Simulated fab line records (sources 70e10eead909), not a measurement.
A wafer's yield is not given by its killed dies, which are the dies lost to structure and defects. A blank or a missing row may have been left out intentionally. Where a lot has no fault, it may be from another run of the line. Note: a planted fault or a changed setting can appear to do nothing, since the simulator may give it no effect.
Which of the tools did it?	flow nand harc	6 lots, 18 wafers sampled, at 5 steps of a route of 1159

WHAT EACH GAUGE READ, for each wafer
NHARC_END_SORT_01.
lot	measured	on	killed at array
L349	day 24 04:02	prober-02	675 671 676

EACH LOT AND THE TOOL THAT RAN IT (in order: tool; ch and the chambers of the sampled wafers; start)
lot	NHARC_A_BLC_ETCH_17	NHARC_A_BLC_STRIP_21	NHARC_A_BLC_DEGAS_30	NHARC_A_BLC_PVD_32
L330	rie diel-12 ch 0,1,2, day 17 16:22	rie diel-10 ch 0,2,3, day 17 17:17	pvd sputter-01, day 17 17:41	pvd sputter-01, no start
L328	rie diel-04 ch 1,3, day 17 19:39	rie diel-12 ch 2,3, day 17 20:38	pvd sputter-03, day 17 21:03	pvd sputter-03, no start
L334	rie diel-04 ch 0,1, day 19 01:43	rie diel-04 ch 1,3, day 19 02:41	pvd sputter-03, day 19 03:06	pvd sputter-03, no start
L338	rie diel-12 ch 0,1,2, day 19 15:01	rie diel-12 ch 1,2, day 19 15:54	pvd sputter-01, day 19 16:19	pvd sputter-01, no start
L349	rie diel-04 ch 0,1,2, day 22 00:16	rie diel-04 ch 1,2,3, day 22 01:11	pvd sputter-02, day 22 01:36	pvd sputter-02, day 24 04:02 or earlier
L351	rie diel-10 ch 0,1, day 22 20:28	rie diel-04 ch 0,1,2, day 22 21:32	pvd sputter-02, day 22 21:58	pvd sputter-02, no start
- NHARC_A_BLC_ETCH_17: etches the open film in N2/H2, target depth 390 nm, time 609.38 s.
- NHARC_A_BLC_STRIP_21: strips in O2.
- NHARC_A_BLC_DEGAS_30: time 60 s.
- NHARC_A_BLC_PVD_32: deposits Ti, target thk 5 nm, time 17.7 s.

THE ANSWER, worked out from the rows above alone
Rule: the usual values come from the lots themselves. The widest of any qualifying gaps counts: lots, ordered by their means at a reading, are off when they make up no more than a third of the lots, leave a main group of 4 or more, and stand apart from it by 3 or more times the standard deviation of that group's means. A main group whose means are all the same, to the digits that the tables above print for the reading, isn't used. Also off: a lot with no number at a reading for which 4 or more lots have one. Where the step has rows for the other lots, those lots are counted as sound.
None of the lots is off at any reading shown; this tells nothing.

WHAT THE SIMULATOR PUT IN
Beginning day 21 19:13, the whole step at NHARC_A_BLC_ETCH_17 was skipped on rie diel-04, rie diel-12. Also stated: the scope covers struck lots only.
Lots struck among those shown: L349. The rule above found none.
